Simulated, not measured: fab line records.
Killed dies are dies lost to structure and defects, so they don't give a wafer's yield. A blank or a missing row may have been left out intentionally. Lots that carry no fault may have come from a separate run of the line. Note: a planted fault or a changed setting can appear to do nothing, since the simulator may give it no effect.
fab line records -- flow nandHarc
[record] lots = 6, wafers = 16, lastDay = 27
route steps=1159 shown A_CHANNEL_HOLE_D1@467 END@1159
lots untouched by any fault: they come from a run of this same line in which no faults occurred
startH: hours from the record's first day to the start of the lot's first wafer shown -- waitH: hours since the lot's step before -- " repeats the value in the row above -- L1.1+2: one row covering several wafers at once -- - no value present, or no start provided -- * or withheld: withheld -- < > ~ a bound
route shown NAME@n: a module of which the file shows steps, and the number in the route of the first -- usual: mean/standard deviation of fault-free wafers -- same: alike in all rows -- chamber/n: place in a boat -- sites: each site's reading -- _std_site: standard deviation of those values -- _edge_site: inner sites' mean taken away from outer sites' mean -- radiusMm: for every site, how far away it sits from the centre of the wafer -- mask NAME#n: copy n -- behind: the tool/chamber that last shaped the wafer -- hold: the reason the lot was held/the length of the hold in hours/how it ended -- device: the transistor (n, p or np) that didn't switch -- end of line: tests run on the same wafers once the route is complete -- for a step that has no rows: nothing shown but its recipe -- killed: dies that structure and defects cost at the first sort, which is not the same as the wafer's yield -- map: a wafer's dies, marking killed ones x, the rest . and places with no die _
set.NAME: the setting that was run; set.NAME@STEP: the one run at that earlier step -- model.NAME: the simulator's own value behind a step, which no gauge read
lots at some steps of the route; a table a step, a row a wafer
services: from which hour (startH, from the record's first day; less than 0 if before it) a tool's chamber was out of use, for how many hours, and why
[[steps]]
[step NHARC_A_CHANNEL_HOLE_D1_ETCH_39]
[recipe] targetDepthA = 2600, overEtchFrac = 0.3, timeS = 325, ionEnergyEv = 200, n2FlowSccm = 150, h2FlowSccm = 150, arFlowSccm = 0, rfW = 400, biasW = 150, chemistry = N2/H2
[step NHARC_A_CHANNEL_HOLE_D1_ETCH_34]
[recipe] targetDepthA = 1540, timeS = 77, cf4FlowSccm = 100, chf3FlowSccm = 30, arFlowSccm = 0, rfW = 500, biasW = 200, chemistry = CF4/CHF3
[usual] cf4FlowSccm = 100.0/0.33, drypumpMotorCurrentA = 5.7/0.52, oesProductAu = 0.945/0.024, rfVppV = 370.7/2.7, showerheadPlenumPTorr = 1.57/0.076, throttleValvePct = 16.803/0.0092
lot.wafer,tool,chamber,startH,waitH,cf4FlowSccm,drypumpMotorCurrentA,oesProductAu,rfHoursCounterH,rfVppV,showerheadPlenumPTorr,throttleValvePct
L326.4,rieDiel-13,2,-,-,100.3,5.7,0.915,5,373.7,1.68,16.804
L326.3,rieDiel-13,0,-,-,99.9,6.3,0.926,6,366.6,1.48,16.803
L326.2,rieDiel-13,1,-,-,100.1,5.1,0.919,6,367.2,1.49,16.795
L333.1,rieDiel-10,2,-,-,99.9,5.6,0.946,5,375.2,1.66,16.795
L333.4,rieDiel-10,3,-,-,99.8,4.8,0.946,6,367.0,1.48,16.825
L333.5,rieDiel-10,1,-,-,99.3,5.2,0.974,-,372.2,1.63,16.810
L337.4,rieDiel-13,1,-,-,100.1,5.0,0.926,10,366.8,1.49,16.789
L337.5,rieDiel-13,2,-,-,100.2,5.7,0.918,-,374.2,1.68,16.807
L340.3,rieDiel-09,2,-,-,99.6,5.3,0.969,0,373.3,1.60,16.801
L340.5,rieDiel-09,1,-,-,99.9,6.3,0.958,-,374.3,1.66,16.810
L342.4,rieDiel-10,2,-,-,100.0,5.6,0.970,9,374.7,1.66,16.813
L342.3,rieDiel-10,0,-,-,100.0,5.9,0.975,9,370.2,1.58,16.782
L342.5,rieDiel-10,1,-,-,99.8,5.3,0.975,-,372.2,1.63,16.786
L345.3,rieDiel-09,1,-,-,100.0,6.3,0.960,2,374.3,1.66,16.805
L345.4,rieDiel-09,2,-,-,100.1,5.3,0.953,2,371.0,1.60,16.797
L345.5,rieDiel-09,3,-,-,100.3,5.0,0.982,-,371.1,1.54,16.821
[step NHARC_A_CHANNEL_HOLE_D1_ETCH_16]
[recipe] targetDepthA = 31000, overEtchFrac = 0.3, timeS = 806, ionEnergyEv = 150, o2FlowSccm = 400, cosFlowSccm = 20, arFlowSccm = 0, rfW = 500, biasW = 300, chemistry = O2/COS
[usual] drypumpMotorCurrentA = 5.6/0.53, oesProductAu = 0.994/0.012, rfVppV = 313.9/2.3, showerheadPlenumPTorr = 3.11/0.15, throttleValvePct = 28.330/0.0095
lot.wafer,tool,chamber,startH,waitH,drypumpMotorCurrentA,oesProductAu,rfHoursCounterH,rfVppV,showerheadPlenumPTorr,throttleValvePct
L326.3,rieDiel-13,1,-,-,5.1,0.994,6,311.8,2.96,28.356
L326.4,rieDiel-13,2,-,-,5.7,0.994,5,318.2,3.33,28.323
L326.2,rieDiel-13,3,-,-,6.4,0.988,5,311.8,2.93,28.330
L333.4,rieDiel-10,2,-,-,5.7,0.976,6,315.4,3.30,28.323
L333.1,rieDiel-10,1,-,-,5.3,0.995,6,316.3,3.23,28.317
L333.5,rieDiel-10,2,-,-,5.7,0.981,-,317.6,3.30,28.339
L337.4,rieDiel-13,0,-,-,6.2,1.010,8,309.1,2.93,28.334
L337.5,rieDiel-13,2,-,-,5.7,0.991,-,316.0,3.33,28.338
L340.3,rieDiel-09,3,-,-,5.1,1.010,0,314.2,3.06,28.337
L340.5,rieDiel-09,3,-,-,5.1,1.007,-,313.3,3.06,28.333
L342.4,rieDiel-10,3,-,-,4.8,0.985,9,309.8,2.93,28.333
L342.3,rieDiel-10,1,-,-,5.3,0.991,9,314.8,3.23,28.337
L342.5,rieDiel-10,2,-,-,5.7,0.973,-,316.7,3.30,28.338
L345.3,rieDiel-09,1,-,-,6.3,0.995,2,316.5,3.30,28.326
L345.4,rieDiel-09,0,-,-,6.2,1.007,2,312.4,3.05,28.312
L345.5,rieDiel-09,1,-,-,6.3,0.993,-,317.0,3.30,28.314
[step NHARC_A_CHANNEL_HOLE_D1_CD_MEAS_18]
[usual] cdNm = 100.0/2.4
lot.wafer,tool,chamber,startH,waitH,cdNm
L326.2,cdSem-02,-,238.55,-,97.1
L326.3,cdSem-02,-,238.55,-,97.7
L326.4,cdSem-02,-,238.55,-,99.4
L333.1,cdSem-03,-,249.41,-,103.4
L333.4,cdSem-03,-,249.41,-,101.7
L333.5,cdSem-03,-,249.41,-,101.7
L337.4,cdSem-03,-,260.41,-,97.3
L337.5,cdSem-03,-,260.41,-,97.5
L340.3,cdSem-02,-,268.71,-,101.0
L340.5,cdSem-02,-,268.71,-,100.5
L342.3,cdSem-03,-,270.55,-,100.5
L342.4,cdSem-03,-,270.55,-,100.2
L342.5,cdSem-03,-,270.55,-,100.0
L345.3,cdSem-01,-,284.80,-,103.0
L345.4,cdSem-01,-,284.80,-,104.3
L345.5,cdSem-01,-,284.80,-,102.7
[step NHARC_A_CHANNEL_HOLE_D1_ETCH_19]
[recipe] biasV = 1200, sourceW = 2500, pressureMtorr = 15, timeS = 34.5, arFlowSccm = 375, c4f8FlowSccm = 28.8, o2FlowSccm = 96.2, tempC = -20, targetDepthA = *, chemistry = C4F8/O2/Ar
[step NHARC_A_CHANNEL_HOLE_D1_ETCH_20]
[recipe] biasV = 3000, sourceW = withheld, pressureMtorr = 20, timeS = 361.9, arFlowSccm = 375, c4f8FlowSccm = 89.3, o2FlowSccm = 35.7, tempC = -20, targetDepthA = 16000, chemistry = C4F8/O2/Ar
[usual] drypumpMotorCurrentA = 6.0/0.66, showerheadPlenumPTorr = 3.73/0.068, throttleValvePct = 32.154/0.0094
lot.wafer,tool,chamber,startH,waitH,drypumpMotorCurrentA,rfHoursCounterH,showerheadPlenumPTorr,throttleValvePct
L326.2,harEtch-02,0,238.75,0.1,5.3,112,3.71,32.156
L326.4,harEtch-02,0,238.75,0.1,5.3,-,3.71,32.138
L326.3,harEtch-02,1,238.75,0.1,5.6,-,3.79,32.148
L333.1,harEtch-01,0,252.55,0.1,6.7,203,3.82,32.165
L333.4,harEtch-01,1,252.55,0.1,6.8,-,3.64,32.168
L333.5,harEtch-01,1,252.55,0.1,6.8,-,3.64,32.173
L337.4,harEtch-02,0,265.52,0.2,5.3,-,3.70,32.164
L337.5,harEtch-02,0,265.52,0.2,5.3,-,3.70,32.151
L340.3,harEtch-02,0,269.65,0.2,5.3,-,3.70,32.163
L340.5,harEtch-02,0,269.65,0.2,5.3,-,3.70,32.153
L342.3,harEtch-01,0,277.60,0.2,6.7,-,3.80,32.154
L342.4,harEtch-01,1,277.60,0.2,6.8,-,3.63,32.141
L342.5,harEtch-01,0,277.60,0.2,6.7,-,3.81,32.153
L345.4,harEtch-01,0,285.10,0.2,6.7,-,3.80,32.161
L345.3,harEtch-01,1,285.10,0.2,6.8,-,3.62,32.167
L345.5,harEtch-01,1,285.10,0.2,6.8,-,3.62,32.155
[step NHARC_A_CHANNEL_HOLE_D1_ETCH_21]
[recipe] biasV = 3000, sourceW = withheld, pressureMtorr = 20, timeS = 514.3, arFlowSccm = 375, c4f8FlowSccm = 89.3, o2FlowSccm = 35.7, tempC = -20, targetDepthA = 16000, chemistry = C4F8/O2/Ar
[step NHARC_A_CHANNEL_HOLE_D1_ETCH_22]
[recipe] biasV = 3000, sourceW = withheld, pressureMtorr = 20, timeS = 666.7, arFlowSccm = 375, c4f8FlowSccm = 89.3, o2FlowSccm = 35.7, tempC = -20, targetDepthA = 16000, chemistry = C4F8/O2/Ar
[usual] drypumpMotorCurrentA = 6.0/0.66, showerheadPlenumPTorr = 3.73/0.068, throttleValvePct = 32.155/0.0089
lot.wafer,tool,chamber,startH,waitH,drypumpMotorCurrentA,rfHoursCounterH,showerheadPlenumPTorr,throttleValvePct
L326.2,harEtch-02,0,239.50,0.4,5.3,113,3.71,32.157
L326.4,harEtch-02,0,239.50,0.4,5.3,-,3.71,32.150
L326.3,harEtch-02,1,239.50,0.4,5.6,-,3.79,32.151
L333.1,harEtch-01,0,253.34,0.4,6.7,204,3.82,32.157
L333.4,harEtch-01,1,253.34,0.4,6.8,-,3.64,32.149
L333.5,harEtch-01,1,253.34,0.4,6.8,-,3.64,32.165
L337.4,harEtch-02,0,266.41,0.4,5.3,-,3.70,32.163
L337.5,harEtch-02,0,266.41,0.4,5.3,-,3.70,32.160
L340.3,harEtch-02,0,270.50,0.4,5.3,-,3.70,32.143
L340.5,harEtch-02,0,270.50,0.4,5.3,-,3.70,32.153
L342.3,harEtch-01,0,278.44,0.4,6.7,-,3.80,32.170
L342.4,harEtch-01,1,278.44,0.4,6.8,-,3.63,32.147
L342.5,harEtch-01,0,278.44,0.4,6.7,-,3.80,32.161
L345.4,harEtch-01,0,285.94,0.4,6.7,-,3.80,32.178
L345.3,harEtch-01,1,285.94,0.4,6.8,-,3.62,32.165
L345.5,harEtch-01,1,285.94,0.4,6.8,-,3.62,32.158
[step NHARC_A_CHANNEL_HOLE_D1_ETCH_23]
[recipe] biasV = 5000, sourceW = withheld, pressureMtorr = 20, timeS = 819, arFlowSccm = 375, c4f8FlowSccm = 89.3, o2FlowSccm = 35.7, tempC = -20, targetDepthA = 16000, chemistry = C4F8/O2/Ar
[step NHARC_A_CHANNEL_HOLE_D1_ETCH_24]
[recipe] biasV = 5000, sourceW = withheld, pressureMtorr = 20, timeS = 906.2, arFlowSccm = 375, c4f8FlowSccm = 93.8, o2FlowSccm = 31.2, tempC = -20, targetDepthA = 15000, chemistry = C4F8/O2/Ar
[step NHARC_A_CHANNEL_HOLE_D1_ETCH_25]
[recipe] biasV = 5000, sourceW = withheld, pressureMtorr = 20, timeS = 1040.2, arFlowSccm = 375, c4f8FlowSccm = 93.8, o2FlowSccm = 31.2, tempC = -20, targetDepthA = 15000, chemistry = C4F8/O2/Ar
[usual] drypumpMotorCurrentA = 6.0/0.66, showerheadPlenumPTorr = 3.73/0.068, throttleValvePct = 32.235/0.0095
lot.wafer,tool,chamber,startH,waitH,drypumpMotorCurrentA,rfHoursCounterH,showerheadPlenumPTorr,throttleValvePct
L326.2,harEtch-02,0,241.54,0.6,5.3,115,3.71,32.223
L326.4,harEtch-02,0,241.54,0.6,5.3,-,3.71,32.234
L326.3,harEtch-02,1,241.54,0.6,5.6,-,3.79,32.250
L333.1,harEtch-01,0,255.42,0.7,6.7,206,3.81,32.221
L333.4,harEtch-01,1,255.42,0.7,6.8,-,3.63,32.239
L333.5,harEtch-01,1,255.42,0.7,6.8,-,3.63,32.235
L337.4,harEtch-02,0,268.60,0.7,5.3,-,3.70,32.233
L337.5,harEtch-02,0,268.60,0.7,5.3,-,3.69,32.244
L340.3,harEtch-02,0,272.62,0.7,5.3,-,3.69,32.235
L340.5,harEtch-02,0,272.62,0.7,5.3,-,3.69,32.241
L342.3,harEtch-01,0,280.57,0.7,6.7,-,3.80,32.247
L342.4,harEtch-01,1,280.57,0.7,6.8,-,3.62,32.230
L342.5,harEtch-01,0,280.57,0.7,6.7,-,3.80,32.227
L345.4,harEtch-01,0,288.06,0.7,6.7,-,3.80,32.231
L345.3,harEtch-01,1,288.06,0.7,6.8,-,3.62,32.215
L345.5,harEtch-01,1,288.06,0.7,6.8,-,3.62,32.243
[step NHARC_A_CHANNEL_HOLE_D1_ETCH_26]
[recipe] biasV = 300, sourceW = 2000, pressureMtorr = 30, timeS = 224.1, arFlowSccm = 375, c4f8FlowSccm = 11.4, o2FlowSccm = 113.6, tempC = -20, targetDepthA = 3000, chemistry = C4F8/O2/Ar
[step NHARC_A_CHANNEL_HOLE_D1_ETCH_33]
[recipe] biasV = 400, sourceW = 2000, pressureMtorr = 25, timeS = 90, arFlowSccm = 375, c4f8FlowSccm = 41.7, o2FlowSccm = 83.3, tempC = -20, targetDepthA = 4000, chemistry = C4F8/O2/Ar
[usual] drypumpMotorCurrentA = 6.0/0.66, showerheadPlenumPTorr = 3.77/0.071, throttleValvePct = 27.621/0.0085
lot.wafer,tool,chamber,startH,waitH,drypumpMotorCurrentA,rfHoursCounterH,showerheadPlenumPTorr,throttleValvePct
L326.2,harEtch-02,0,242.62,0.2,5.3,116,3.75,27.609
L326.4,harEtch-02,0,242.62,0.2,5.3,-,3.75,27.609
L326.3,harEtch-02,1,242.62,0.2,5.6,-,3.83,27.617
L333.1,harEtch-01,0,256.40,0.2,6.7,207,3.86,27.615
L333.4,harEtch-01,1,256.40,0.2,6.8,-,3.67,27.622
L333.5,harEtch-01,1,256.40,0.2,6.8,-,3.67,27.619
L337.4,harEtch-02,0,269.34,0.2,5.3,-,3.74,27.619
L337.5,harEtch-02,0,269.34,0.2,5.3,-,3.74,27.606
L340.3,harEtch-02,0,273.46,0.2,5.3,-,3.74,27.620
L340.5,harEtch-02,0,273.46,0.2,5.3,-,3.74,27.609
L342.3,harEtch-01,0,281.42,0.2,6.7,-,3.85,27.625
L342.4,harEtch-01,1,281.42,0.2,6.8,-,3.66,27.623
L342.5,harEtch-01,0,281.42,0.2,6.7,-,3.85,27.631
L345.4,harEtch-01,0,288.90,0.2,6.7,-,3.84,27.613
L345.3,harEtch-01,1,288.90,0.2,6.8,-,3.66,27.616
L345.5,harEtch-01,1,288.90,0.2,6.8,-,3.66,27.614
[step NHARC_A_CHANNEL_HOLE_D1_STRIP_41]
[recipe] n2FlowSccm = 150, h2FlowSccm = 150, arFlowSccm = 0, biasW = 0, chemistry = N2/H2
[step NHARC_A_CHANNEL_HOLE_D1_STRIP_42]
[recipe] cf4FlowSccm = 100, chf3FlowSccm = 30, arFlowSccm = 0, biasW = 0, chemistry = CF4/CHF3
[step NHARC_A_CHANNEL_HOLE_D1_STRIP_43]
[recipe] o2FlowSccm = 400, cosFlowSccm = 20, arFlowSccm = 0, biasW = 0, chemistry = O2/COS
[step NHARC_A_CHANNEL_HOLE_D1_ETCH_44]
[recipe] targetDepthA = 1400, overetchA = 140, timeS = 77, ionEnergyEv = 100, cf4FlowSccm = 80, o2FlowSccm = 20, arFlowSccm = 0, rfW = 300, biasW = 100, chemistry = CF4/O2
[step NHARC_A_CHANNEL_HOLE_D1_STRIP_27]
[recipe] o2FlowSccm = 500, arFlowSccm = 0, biasW = 0, chemistry = O2
[step NHARC_A_CHANNEL_HOLE_D1_PRECLEAN_28]
[recipe] timeS = *, tempC = 50, bathAgeMin = 0, chemistry = SC1
[step NHARC_A_CHANNEL_HOLE_D1_SRD_29]
[step NHARC_A_CHANNEL_HOLE_D1_CD_MEAS_30]
[usual] cdNm = 90.8/1.2
lot.wafer,tool,chamber,startH,waitH,cdNm
L326.2,cdSem-01,-,244.34,-,91.4
L326.3,cdSem-01,-,244.34,-,92.4
L326.4,cdSem-01,-,244.34,-,89.8
L333.1,cdSem-01,-,257.91,-,91.5
L333.4,cdSem-01,-,257.91,-,92.8
L333.5,cdSem-01,-,257.91,-,91.9
L337.4,cdSem-03,-,270.79,-,90.5
L337.5,cdSem-03,-,270.79,-,90.1
L340.3,cdSem-03,-,274.94,-,90.8
L340.5,cdSem-03,-,274.94,-,90.3
L342.3,cdSem-03,-,282.92,-,90.7
L342.4,cdSem-03,-,282.92,-,93.1
L342.5,cdSem-03,-,282.92,-,92.3
L345.3,cdSem-02,-,290.39,-,91.0
L345.4,cdSem-02,-,290.39,-,91.1
L345.5,cdSem-02,-,290.39,-,89.8
[step NHARC_A_CHANNEL_HOLE_D1_XSEM_31]
[recipe] landingEnergyEv = 35000
[step NHARC_A_CHANNEL_HOLE_D1_INSPECT_40]
[usual] rawDefectCount = 57/15
lot.wafer,tool,chamber,startH,waitH,hold,rawDefectCount
L326.2,defectInspect-02,-,244.53,-,-,40
L326.3,defectInspect-02,-,244.53,-,-,59
L326.4,defectInspect-02,-,244.53,-,-,53
L333.1,defectInspect-02,-,258.10,-,-,66
L333.4,defectInspect-02,-,258.10,-,-,62
L333.5,defectInspect-02,-,258.10,-,-,86
L337.4,defectInspect-01,-,270.98,-,awaitDispo/0.2h/release,1114
L337.5,defectInspect-01,-,270.98,-,awaitDispo/0.2h/release,1179
L337.4,defectInspect-01,-,271.15,0.2,-,1109
L337.5,defectInspect-01,-,271.15,0.2,-,1170
L340.3,defectInspect-01,-,275.13,-,awaitDispo/0.2h/release,1077
L340.5,defectInspect-01,-,275.13,-,awaitDispo/0.2h/release,1090
L340.3,defectInspect-01,-,275.30,0.2,-,1064
L340.5,defectInspect-01,-,275.30,0.2,-,1096
L342.3,defectInspect-01,-,283.10,-,-,73
L342.4,defectInspect-01,-,283.10,-,-,72
L342.5,defectInspect-01,-,283.10,-,-,57
L345.3,defectInspect-01,-,290.57,-,-,52
L345.4,defectInspect-01,-,290.57,-,-,56
L345.5,defectInspect-01,-,290.57,-,-,76
[step NHARC_END_SORT_01]
[recipe] tempC = 25
[usual] killedAtArray = 29/11, killedAtOther = 0.5/0.85, killedAtPeriphery = 3.0/2.3, killedDies = 33/12, killedOpen = 3.3/1.9, killedShort = 2.0/1.5
[same] grossDies = 677
lot.wafer,tool,chamber,startH,waitH,killedAtArray,killedAtOther,killedAtPeriphery,killedDies,killedOpen,killedShort
L340.3,prober-01,0,620.26,3.1,98,1,4,103,2,2
L340.5,prober-01,0,621.87,3.7,99,1,1,101,2,2
L337.4,prober-02,0,625.53,3.4,101,0,1,102,4,2
L337.5,prober-02,0,626.34,3.7,97,0,0,97,1,0
// killed by level:class
L340.3 A_CHANNEL_HOLE_D1:unspecified=85 A_CHANNEL_HOLE_D1:chamberFilmFlake=7 A_M0:chamberFilmFlake=3 P_STI:chamberFilmFlake=2 P_CONTACT:geometricParticle:open=1 A_ONON_D1:geometricParticle:short=1 A_CONTACT:geometricParticle:open=1 P_ZERO_WELL:chamberFilmFlake=1
L340.5 A_CHANNEL_HOLE_D1:unspecified=82 A_M0:chamberFilmFlake=4 A_CHANNEL_HOLE_D1:chamberFilmFlake=3 A_ZERO_WELL:chamberFilmFlake=2 A_STAIRCASE:chamberFilmFlake=2 A_CHANNEL_HOLE_D1:geometricParticle:short=1 A_WL_FILL:geometricParticle:short=1 A_WL_FILL:geometricParticle:open=1
L337.4 A_CHANNEL_HOLE_D1:unspecified=87 A_STAIRCASE:chamberFilmFlake=4 A_ONON_D1:geometricParticle:open=2 A_CONTACT:chamberFilmFlake=2 A_M0:chamberFilmFlake=2 P_STI:geometricParticle:short=1 A_ONON_D1:geometricParticle:short=1 A_CONTACT:geometricParticle:open=1
L337.5 A_CHANNEL_HOLE_D1:unspecified=83 A_CONTACT:chamberFilmFlake=6 A_STAIRCASE:chamberFilmFlake=4 A_M0:chamberFilmFlake=2 A_SGD_CUT:geometricParticle:open=1 A_SLIT:chamberFilmFlake=1
// map L337.4 (x killed, . not)
____________x____________
_________xxxxxx._________
_______.xxxxxxxx.._______
______..xxxxxxxxx..______
_____...xxxxxxxxx..._____
____.x.xxxxxxxxxx....____
____....xxxxxxxxx....____
___.....xxxxxxxxx.....___
___....xxxxxxxxx.x....___
__......xxxxxxxx.......__
__........xxxx.x.......__
_.x....x...xx.x........._
_..x..xx................_
_....x.................._
_...............x......._
_.................x....._
.........................
.........................
.........................
........................x
.........................
_......................._
_......................._
_......x..........x....._
_.................x....._
_......................._
__.....................__
__...................x.__
___...................___
___x..................___
____.................____
____.................____
_____..............._____
______.............______
_______..........._______
_________......._________
____________.____________
// map L340.3 (x killed, . not)
____________x____________
_________xxxxxx._________
_______.xxxxxxxxxx_______
______.xxxxxxxxx...______
_____..xxxxxxxxxx..._____
____...xxxxxxxxx.x...____
____...xxxxxxxxx.....____
___....xxxxxxxx.x.....___
___.....xxxxxxxx......___
__.x...xxxxxxxxx.......__
__.......xxxx..........__
_.........xx............_
_......................._
_..........xx..........._
_......................._
_..........x.x.........._
...........x..x..........
.........................
..............x..........
.....x...................
..................x......
_......................._
_......................._
_................x......_
_.....x................._
_......x................_
__..x..................__
__.....................__
___...................___
___...................___
____.................____
____.................____
_____..............._____
______........x....______
_______...x......._______
_________......._________
____________.____________
[[services]]
tool,chamber,startH,hours,kind
rieDiel-13,2,223.26,7.6,repair
rieDiel-13,0,230.50,-,clean
rieDiel-13,1,230.50,-,clean
rieDiel-13,3,230.50,-,clean
rieDiel-09,0,233.10,-,clean
rieDiel-09,1,233.10,-,clean
rieDiel-09,2,233.10,-,clean
rieDiel-09,3,233.10,-,clean
rieDiel-10,0,234.50,-,clean
rieDiel-10,1,234.50,-,clean
rieDiel-10,2,234.50,-,clean
rieDiel-10,3,234.50,-,clean
rieDiel-09,-,254.10,9.0,pm
rieDiel-09,0,254.10,9.0,ventCycle
rieDiel-09,1,254.10,9.0,ventCycle
rieDiel-10,0,259.00,-,clean
rieDiel-10,1,259.00,-,clean
rieDiel-10,2,259.00,-,clean
rieDiel-10,3,259.00,-,clean
rieDiel-13,-,276.00,9.0,pm
rieDiel-10,0,283.50,-,clean
rieDiel-10,1,283.50,-,clean
rieDiel-10,2,283.50,-,clean
rieDiel-10,3,283.50,-,clean
[[key]]
[firstSign] step = NHARC_A_CHANNEL_HOLE_D1_INSPECT_40, reading = visit, direction = added
[effect] step = NHARC_A_CHANNEL_HOLE_D1_INSPECT_40, reading = rawDefectCount, direction = up, sigmas = 70, usual = 57, struck = 1115
[effect] step = NHARC_END_SORT_01, reading = killedAtArray, direction = up, sigmas = 6.4, usual = 29, struck = 99
[moreKillsBornAt] NHARC_A_CHANNEL_HOLE_D1_ETCH_33@harEtch-02 = 295
metAt NHARC_A_CHANNEL_HOLE_D1_ETCH_33
struckWafers L337.4,L337.5,L340.3,L340.5
testerLeftOut L337,L340
onsetBetween 242.62 269.34
alsoFits NHARC_A_CHANNEL_HOLE_D1_ETCH_20:harEtch-02,NHARC_A_CHANNEL_HOLE_D1_ETCH_22:harEtch-02,NHARC_A_CHANNEL_HOLE_D1_ETCH_25:harEtch-02
[fault] kind = chamberParticleSource, tool = harEtch-02, chamber = 0, onsetH = 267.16, steps = NHARC_A_CHANNEL_HOLE_D1_ETCH_33, ratePerVisitCm2 = 1.6562, endH = 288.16
// testerLeftOut: of these lots the tester's yield and bins aren't shown, on N5 and GAA mostly nor the transistor test; their killed dies are dies lost to structure and defects alone, not to doping, threshold or leakage, so they don't give the yield
